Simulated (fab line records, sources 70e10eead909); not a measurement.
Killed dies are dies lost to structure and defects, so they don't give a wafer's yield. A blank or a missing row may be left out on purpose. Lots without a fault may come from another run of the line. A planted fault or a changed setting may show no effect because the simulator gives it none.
Chamber matching | flow nand_harc | NHARC_A_BLC_ALD_23 on ald_metal-01: 4 sister chambers
The step deposits TiN, target thk 3 nm, pulse time 1 s, ald cycles 150. 8 wafers are shown with their chamber, then 9 later ones without.

WAFERS WITH THEIR CHAMBER
wafer  | chamber | heater_power_w (W) | precursor_pulse_height_rel
L084.1 | 1       | 1115               | 0.995
L086.5 | 0       | 1028               | 1.023
L089.2 | 2       | 1057               | 0.995
L089.5 | 3       | 1073               | 1.003
L089.6 | 2       | 1083               | 0.966
L092.1 | 1       | 1124               | 1.000
L092.2 | 3       | 1100               | 1.001
L092.4 | 0       | 1056               | 1.035

WAFERS WITHOUT THEIR CHAMBER
wafer  | heater_power_w (W) | precursor_pulse_height_rel
L095.2 | 993                | 0.997
L095.5 | 1072               | 1.000
L095.6 | 1094               | 0.989
L093.1 | 979                | 0.993
L093.4 | 1086               | 1.029
L093.6 | 1097               | 1.018
L097.1 | 1026               | 1.010
L097.2 | 1084               | 0.988
L097.5 | 1107               | 0.988

WHICH CHAMBER EACH WENT THROUGH
wafer  | from the rows above          | in truth
L095.2 | can't be placed: 0 or 2 or 3 | 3
L095.5 | can't be placed: 3 or 2 or 1 | 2
L095.6 | can't be placed: 3 or 2 or 1 | 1
L093.1 | can't be placed: 0 or 2 or 3 | 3
L093.4 | can't be placed: 3 or 0 or 1 | 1
L093.6 | can't be placed: 3 or 1 or 0 | 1
L097.1 | can't be placed: 0 or 3 or 2 | 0
L097.2 | can't be placed: 2 or 3 or 1 | 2
L097.5 | can't be placed: 1 or 3 or 2 | 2
Placed correctly: 0 of 9. Can't be placed from these rows: 9 (the true chamber is among the candidates in 9). Placed wrongly: 0.
How it was worked out, from the rows above alone: a wafer's distance from a chamber is the root of the sum, over the readings, of the square of ((its reading less the chamber's mean) divided by the reading's scatter). The wafer belongs to the nearest chamber; if the next one is less than 2 further off, it can't be placed. A chamber's mean is the mean of its shown wafers. The scatter: the root of (the sum of the squares of (reading less its chamber's mean) over the shown wafers, divided by (wafers less chambers)).
